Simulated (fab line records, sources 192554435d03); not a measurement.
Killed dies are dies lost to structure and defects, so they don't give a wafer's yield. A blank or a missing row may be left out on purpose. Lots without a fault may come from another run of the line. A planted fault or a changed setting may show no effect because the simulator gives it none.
Split-lot experiment | flow n5_finfet | 7 lots, 21 wafers read, on a route of 1938 steps

THE SPLIT
At N5_BEOL_M0_SAQP_SPACER2_ALD_26 (deposits SiO2, target thk 15 nm, pulse time 1 s, purge time 2 s), the setting target_thk_a was moved away from the recipe's 150 angstrom on 10 of the 21 wafers read, by -8.5% to +11.5%. The other wafers ran this setting at the recipe's value.

FROM THE SPLIT TO THE READING: what the file shows between them, 14 steps
- N5_BEOL_M0_SAQP_SPACER2_ETCHBACK_27: etches SiO2 in CHF3/O2, target depth 22.5 nm, time 11.25 s
- N5_BEOL_M0_SAQP_MANDREL2_REMOVE_110: chemistry HBr/Cl2/O2, target a-Si, stops on SiCN, bt time 10 s
- N5_BEOL_M0_SAQP_EXPOSE_37: exposes mask M0 CUT1, target cd 30 nm (also split here: dose_mj)
- N5_BEOL_M0_SAQP_PEB_38: peb time 60 s
- N5_BEOL_M0_SAQP_DEVELOP_39: develop time 30 s
- N5_BEOL_M0_SAQP_CD_MEAS_40: target cd 30 nm
- N5_BEOL_M0_SAQP_DESCUM_45: chemistry O2, time 7 s
- N5_BEOL_M0_SAQP_ETCH_88: etches underlayer in N2/H2, target depth 6.5 nm, time 5.2 s
- N5_BEOL_M0_SAQP_ETCH_73: etches SiARC in CF4, target depth 19.5 nm, time 32.5 s
- N5_BEOL_M0_SAQP_CUT_ETCH_46: etches SOC in N2/H2, target depth 135 nm, overetch 27 nm, time 202.5 s
- N5_BEOL_M0_SAQP_STRIP_74: strips in N2/H2
- N5_BEOL_M0_SAQP_STRIP_89: strips in N2/H2
- N5_BEOL_M0_CUTY_STRIP_64: strips in N2/H2
- N5_BEOL_M0_ETCH_138: etches SiCN in CH3F/O2, target depth 12 nm, time 31.6 s

THE READING
SiO2_of_BEOL_M0_SAQP_SPACER2_ALD_26.thk_nm (the simulator's own value, which no gauge read), in nm, at N5_BEOL_M0_HM_OPEN_105 (chemistry Cl2/BCl3, target TiN, target depth 12 nm). The file gives no usual value for it. The 11 wafers here that ran the recipe average 2.7 nm, standard deviation 0.096 nm.

wafer  | tool, chamber at the split | target_thk_a as run, angstrom | against the recipe | SiO2_of_BEOL_M0_SAQP_SPACER2_ALD_26.thk_nm, nm | against lot-mates on the recipe
L080.1 | ald_sin-03, 3,2            | 137.2                         | -8.5%              | 1.8                                            | -1.0
L080.5 | ald_sin-03, 3,2            | 137.2                         | -8.5%              | 1.8                                            | -1.0
L080.2 | ald_sin-03, 0              | 150                           | recipe             | 2.8                                            | -
L087.1 | ald_sin-03, 2              | 167.2                         | +11.5%             | 4.2                                            | +1.6
L087.2 | ald_sin-03, 1,0            | 150                           | recipe             | 2.6                                            | -
L087.4 | ald_sin-03, 1,0            | 150                           | recipe             | 2.6                                            | -
L090.1 | ald_sin-03, 3,2,1          | 150                           | recipe             | 2.6                                            | -
L090.5 | ald_sin-03, 3,2,1          | 150                           | recipe             | 2.6                                            | -
L090.6 | ald_sin-03, 3,2,1          | 150                           | recipe             | 2.8                                            | -
L091.1 | ald_sin-02, 1              | 157                           | +4.7%              | 3.4                                            | +0.6
L091.5 | ald_sin-02, 3              | 157                           | +4.7%              | 3.4                                            | +0.6
L091.6 | ald_sin-02, 2              | 150                           | recipe             | 2.8                                            | -
L093.1 | ald_sin-02, 2,1,1          | 150                           | recipe             | 2.6                                            | -
L093.2 | ald_sin-02, 2,1,1          | 150                           | recipe             | 2.6                                            | -
L093.5 | ald_sin-02, 2,1,1          | 150                           | recipe             | 2.6                                            | -
L095.1 | ald_sin-02, 3,2            | 155.3                         | +3.5%              | 3.2                                            | no lot-mate on the recipe
L095.3 | ald_sin-02, 1              | 155.3                         | +3.5%              | 3.2                                            | no lot-mate on the recipe
L095.6 | ald_sin-02, 3,2            | 155.3                         | +3.5%              | 3.2                                            | no lot-mate on the recipe
L096.1 | ald_sin-03, 1,0            | 156.6                         | +4.4%              | 3.6                                            | +0.8
L096.3 | ald_sin-03, 0              | 150                           | recipe             | 2.8                                            | -
L096.6 | ald_sin-03, 1,0            | 156.6                         | +4.4%              | 3.4                                            | +0.6
Where a row lists several chambers, the file gives one row for several wafers and doesn't say which wafer went through which chamber.

THE FIT
A straight line over all 21 wafers: SiO2_of_BEOL_M0_SAQP_SPACER2_ALD_26.thk_nm changes by +0.127 nm for each +1% of target_thk_a; r = +0.98; the points scatter about the line by 0.13 nm.
The same after taking each lot's own level away (the mean of its wafers on the recipe; 18 wafers): +0.13 nm for each +1%; r = +0.99; scatter 0.078 nm.
On that fit, the largest move of target_thk_a shifts the reading by 1.5 nm.
The lots' own levels span 2.60 to 2.80 nm, that is 2.1 times the standard deviation above.
So the lot-to-lot level changes the slope little: the two slopes agree.
Check: with one of the wafers moved furthest among these (+11.5%) left out of the fit, the line predicts +1.48 nm for it against its lot-mates. It came out at +1.6 nm against them.

OTHER SPLITS ON THESE WAFERS
These wafers also went through other splits before the reading. Each is held against what the fit with the lots' levels taken away leaves over:
other split on the same wafers           | wafers away from the commonest value | r with SiO2_of_BEOL_M0_SAQP_SPACER2_ALD_26.thk_nm (lot level and that fit taken away)
N5_GATE_CUT_DESCUM_18 time_s             | 8                                    | -0.27
N5_MOL_CONTACT_COAG_PECVD_31 temp_c      | 10                                   | -0.13
N5_MOL_CONTACT_COAG_VIA_ETCH_117 bias_w  | 8                                    | +0.05
N5_MOL_CONTACT_COAG_CVD_140 target_thk_a | 6                                    | -0.13
N5_BEOL_M0_SAQP_EXPOSE_37 dose_mj        | 7                                    | -0.22

THE WHOLE CHAIN: every reading that the file lists as answering this split, in the file's order
step                                | what it does                                                    | reading                                                                                     | change (the file's fit)               | r (the file's)
N5_BEOL_M0_SAQP_SPACER2_ALD_26      | deposits SiO2, target thk 15 nm, pulse time 1 s, purge time 2 s | SiO2_of_BEOL_M0_SAQP_SPACER2_ALD_26.thk_nm (the simulator's own value, which no gauge read) | +0.147 nm for each +1% of the setting | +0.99
N5_BEOL_M0_SAQP_MANDREL2_REMOVE_110 | chemistry HBr/Cl2/O2, target a-Si, stops on SiCN, bt time 10 s  | BEOL_M0_SAQP.cd_nm (the simulator's own value, which no gauge read)                         | +0.155 nm for each +1% of the setting | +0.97
N5_BEOL_M0_SAQP_MANDREL2_REMOVE_110 | chemistry HBr/Cl2/O2, target a-Si, stops on SiCN, bt time 10 s  | SiO2_of_BEOL_M0_SAQP_SPACER2_ALD_26.thk_nm (the simulator's own value, which no gauge read) | +0.145 nm for each +1% of the setting | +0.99
N5_BEOL_M0_HM_OPEN_105              | chemistry Cl2/BCl3, target TiN, target depth 12 nm              | SiO2_of_BEOL_M0_SAQP_SPACER2_ALD_26.thk_nm (the simulator's own value, which no gauge read) | +0.133 nm for each +1% of the setting | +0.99

THE FILE'S OWN FIT
SiO2_of_BEOL_M0_SAQP_SPACER2_ALD_26.thk_nm changes by +0.133 nm for each +1% of target_thk_a, r = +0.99.
